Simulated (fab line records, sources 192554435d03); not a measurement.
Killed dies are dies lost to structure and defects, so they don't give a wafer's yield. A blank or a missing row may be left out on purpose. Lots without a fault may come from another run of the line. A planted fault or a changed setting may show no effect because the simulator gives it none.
Chamber matching | flow n5_finfet | N5_BEOL_M1_PRE_CLEAN_60 on cvd_co-02: 3 sister chambers
The step time 15 s. 33 wafers are shown with their chamber, then 12 later ones without.

WAFERS WITH THEIR CHAMBER
wafer  | chamber | heater_power_w (W)
L074.2 | 0       | 81
L074.3 | 2       | 110
L074.4 | 0       | 83
L075.1 | 2       | 109
L075.2 | 0       | 80
L075.3 | 2       | 110
L076.1 | 2       | 111
L076.2 | 1       | 84
L076.5 | 1       | 86
L078.4 | 2       | 110
L078.5 | 0       | 83
L078.6 | 1       | 85
L080.1 | 0       | 80
L080.3 | 2       | 112
L080.4 | 0       | 80
L084.1 | 2       | 110
L084.2 | 0       | 79
L084.3 | 1       | 83
L084.4 | 2       | 112
L084.5 | 1       | 85
L084.6 | 0       | 79
L083.3 | 1       | 84
L083.4 | 2       | 114
L083.5 | 0       | 82
L088.1 | 0       | 82
L088.4 | 2       | 109
L088.5 | 1       | 86
L089.2 | 1       | 86
L089.3 | 2       | 111
L089.6 | 2       | 112
L090.1 | 2       | 111
L090.2 | 0       | 83
L090.3 | 1       | 85

SIGNATURES (means of the wafers above)
reading        | chamber 0 | chamber 1 | chamber 2 | scatter within a chamber
heater_power_w | 81.09     | 84.89     | 110.85    | 1.38
Rule: a wafer's distance from a chamber is the root of the sum, over the readings, of the square of ((its reading less the chamber's mean) divided by the reading's scatter). The wafer belongs to the nearest chamber; if the next one is less than 2 further off, it can't be placed. The scatter: the root of (the sum of the squares of (reading less its chamber's mean) over the shown wafers, divided by (wafers less chambers)).

WAFERS WITHOUT THEIR CHAMBER
wafer  | heater_power_w (W)
L090.4 | 112
L090.5 | 82
L090.6 | 86
L093.3 | 109
L093.5 | 112
L093.6 | 82
L096.1 | 82
L096.2 | 87
L096.4 | 78
L097.2 | 111
L097.4 | 112
L097.5 | 86

WHICH CHAMBER EACH WENT THROUGH
wafer  | from the rows above     | in truth
L090.4 | 2                       | 2
L090.5 | can't be placed: 0 or 1 | 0
L090.6 | 1                       | 1
L093.3 | 2                       | 2
L093.5 | 2                       | 2
L093.6 | can't be placed: 0 or 1 | 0
L096.1 | can't be placed: 0 or 1 | 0
L096.2 | 1                       | 1
L096.4 | 0                       | 0
L097.2 | 2                       | 2
L097.4 | 2                       | 2
L097.5 | 1                       | 1
Placed correctly: 9 of 12. Can't be placed from these rows: 3 (the true chamber is among the candidates in 3). Placed wrongly: 0.
